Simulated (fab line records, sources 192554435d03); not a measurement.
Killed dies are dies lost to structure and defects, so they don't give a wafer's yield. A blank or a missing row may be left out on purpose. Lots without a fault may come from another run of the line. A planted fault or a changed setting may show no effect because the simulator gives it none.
Problem report in the 8D (eight disciplines) form, filled by code | flow n5_finfet | the parts of the form that need people (team, actions taken, sign-off) are left out

1. THE PROBLEM
spin_speed_rpm at N5_BEOL_M11_COAT_05 reads a mean of 1314.6 rpm on 6 wafers of 2 lots; wafers without a fault read 1500.1 rpm with a standard deviation of 1. That is -99 or more standard deviations from the usual mean.
The step: resist thk 90 nm.
First seen on wafer L608.1, day 11 09:28, on litho_track-02. The record holds 42 wafers of 14 lots with a number at this step. Rule for "out", or "out of limits": more than 4 standard deviations from the usual mean. The other wafers with a number count as sound.

2. WHAT IT IS AND WHAT IT IS NOT
question                    | is                     | is not
which readings at this step | spin_speed_rpm         | -
which lots                  | L608, L609             | L605, L606, L610, L613, L614, L615, L617, L618, L620, L622, L625, L626
which wafers of those lots  | all that have a number | -
read on which tools         | litho_track-02         | litho_track-03, litho_track-05
when                        | from day 11 09:28      | up to then (6 sound wafers); but 30 sound wafers of L610, L613, L614, L615, L617, L618, L620, L622, L625, L626 came after

3. SUSPECTS, AND WHAT RULES EACH OUT
Counting: a tool at a process step up to the reading stays a suspect if it ran every lot that is out and no sound lot after the first of them.
- uv_cure-03 at N5_BEOL_M10_CURE_72 (cures SiCOH lowk, time 120 s): ruled out as a lasting fault. Sound lots L614, L615, L610, L620, L626 ran on it after its first lot that is out, L609 (day 11 04:14).
- pvd_sputter-03 at N5_BEOL_M11_HM_DEP_02 (deposits TiN, target thk 20 nm): ruled out as a lasting fault. Sound lots L615, L618, L625, L626 ran on it after its first lot that is out, L608 (day 11 09:20).
- litho_track-02 at N5_BEOL_M11_COAT_05 (resist thk 90 nm): kept. It ran every lot that is out, first L608 (day 11 09:28), and no sound lot after that; its last sound lot up to then is L606 (day 11 01:05). Its own readings are out on those wafers: spin_speed_rpm.
Left after counting: litho_track-02 at N5_BEOL_M11_COAT_05.

4. THE CAUSE (what the simulator had put in)
Process parameter drift: litho_track-02, from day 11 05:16 on, at N5_BEOL_M11_COAT_05. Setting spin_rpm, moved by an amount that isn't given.
Counting left only this tool.

5. THE CHAIN OF EFFECTS, in route order
Each row: a reading whose mean over the struck wafers that have a number lies more than 3 standard deviations from the usual. Only readings for which the record gives a usual standard deviation are gone through. hours: the time from each lot's start at the first step in this table that gives one to its start at this step, as a median over the lots. sigmas: the change in usual standard deviations.
hours | step                | reading        | usual      | on struck wafers | change | sigmas
0     | N5_BEOL_M11_COAT_05 | spin_speed_rpm | 1500.1 rpm | 1314.6           | -185.5 | -99 or more
The process steps in it:
- N5_BEOL_M11_COAT_05: resist thk 90 nm.

6. WHAT WOULD HAVE CAUGHT IT SOONER
In this record the first reading out of limits was taken at day 11 09:28, 4 hours after the fault began at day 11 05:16.
